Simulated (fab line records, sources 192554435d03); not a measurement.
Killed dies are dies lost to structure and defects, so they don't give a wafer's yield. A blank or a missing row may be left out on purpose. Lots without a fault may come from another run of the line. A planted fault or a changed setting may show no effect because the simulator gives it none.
Split-lot experiment | flow n5_finfet | 7 lots, 21 wafers read, on a route of 1938 steps

THE SPLIT
At N5_BEOL_M2_EXPOSE_25 (exposes mask V1, defocus 5 nm), the setting dose_mj was moved away from the recipe's 63 on 6 of the 21 wafers read, by -4.0% to +5.7%. The other wafers ran this setting at the recipe's value.

FROM THE SPLIT TO THE READING: what the file shows between them, 2 steps
- N5_BEOL_M2_PEB_26: peb time 60 s
- N5_BEOL_M2_DEVELOP_27: develop time 30 s

THE READING
cd_nm, in nm, at N5_BEOL_M2_CD_MEAS_28 (target cd 26.2 nm, target cd y 24.1 nm). Fault-free wafers of this fab line usually give 26.28 nm, standard deviation 0.25 nm.

wafer  | tool, chamber at the split | dose_mj as run | against the recipe | cd_nm, nm | against lot-mates on the recipe
L077.1 | euv_scanner-01, 0          | 66.59          | +5.7%              | 27.32     | +1.18
L077.4 | euv_scanner-01, 0          | 63             | recipe             | 26.14     | -
L077.6 | euv_scanner-01, 0          | 63             | recipe             | 26.15     | -
L080.2 | euv_scanner-02, 0          | 64.89          | +3.0%              | 26.73     | +0.49
L080.5 | euv_scanner-02, 0          | 63             | recipe             | 26.24     | -
L080.6 | euv_scanner-02, 0          | 64.89          | +3.0%              | 27.16     | +0.92
L082.4 | euv_scanner-02, 0          | 63             | recipe             | 26.30     | -
L082.5 | euv_scanner-02, 0          | 60.82          | -3.5%              | 25.87     | -0.43
L082.6 | euv_scanner-02, 0          | 60.82          | -3.5%              | 25.64     | -0.66
L090.3 | euv_scanner-02, 0          | 63             | recipe             | 26.29     | -
L090.5 | euv_scanner-02, 0          | 63             | recipe             | 26.57     | -
L090.6 | euv_scanner-02, 0          | 63             | recipe             | 26.51     | -
L089.2 | euv_scanner-01, 0          | 63             | recipe             | 26.05     | -
L089.3 | euv_scanner-01, 0          | 63             | recipe             | 26.35     | -
L089.5 | euv_scanner-01, 0          | 63             | recipe             | 26.13     | -
L092.1 | euv_scanner-01, 0          | 60.45          | -4.0%              | 25.33     | -0.73
L092.4 | euv_scanner-01, 0          | 63             | recipe             | 26.13     | -
L092.5 | euv_scanner-01, 0          | 63             | recipe             | 25.99     | -
L096.3 | euv_scanner-02, 0          | 63             | recipe             | 26.43     | -
L096.5 | euv_scanner-02, 0          | 63             | recipe             | 26.32     | -
L096.6 | euv_scanner-02, 0          | 63             | recipe             | 26.61     | -

THE FIT
A straight line over all 21 wafers: cd_nm changes by +0.191 nm for each +1% of dose_mj; r = +0.91; the points scatter about the line by 0.19 nm.
The same after taking each lot's own level away (the mean of its wafers on the recipe; 21 wafers): +0.194 nm for each +1%; r = +0.96; scatter 0.13 nm.
On that fit, the largest move of dose_mj shifts the reading by 1.1 nm.
The lots' own levels span 26.060 to 26.457 nm, that is 1.6 times the standard deviation above.
So the lot-to-lot level changes the slope little: the two slopes agree.
Check: with one of the wafers moved furthest among these (+5.7%) left out of the fit, the line predicts +1.11 nm for it against its lot-mates. It came out at +1.18 nm against them.

OTHER SPLITS ON THESE WAFERS
These wafers also went through other splits before the reading. Each is held against what the fit with the lots' levels taken away leaves over:
other split on the same wafers          | wafers away from the commonest value | r with cd_nm (lot level and that fit taken away)
N5_GATE_CUT_CUT_ETCH_54 icp_w           | 8                                    | -0.02
N5_MOL_CONTACT_COAG_ETCHBACK_135 time_s | 7                                    | +0.04
N5_BEOL_M0_SAQP_COAT_08 spin_rpm        | 7                                    | +0.04
N5_BEOL_M0_SAQP_DESCUM_45 time_s        | 6                                    | +0.35
N5_BEOL_M1_COAT_05 spin_rpm             | 8                                    | -0.12
N5_BEOL_M1_EXPOSE_25 dose_mj            | 10                                   | +0.40
N5_BEOL_M1_ETCH_70 bias_w               | 5                                    | -0.07

THE FILE'S OWN FIT
cd_nm changes by +0.195 nm for each +1% of dose_mj, r = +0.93.
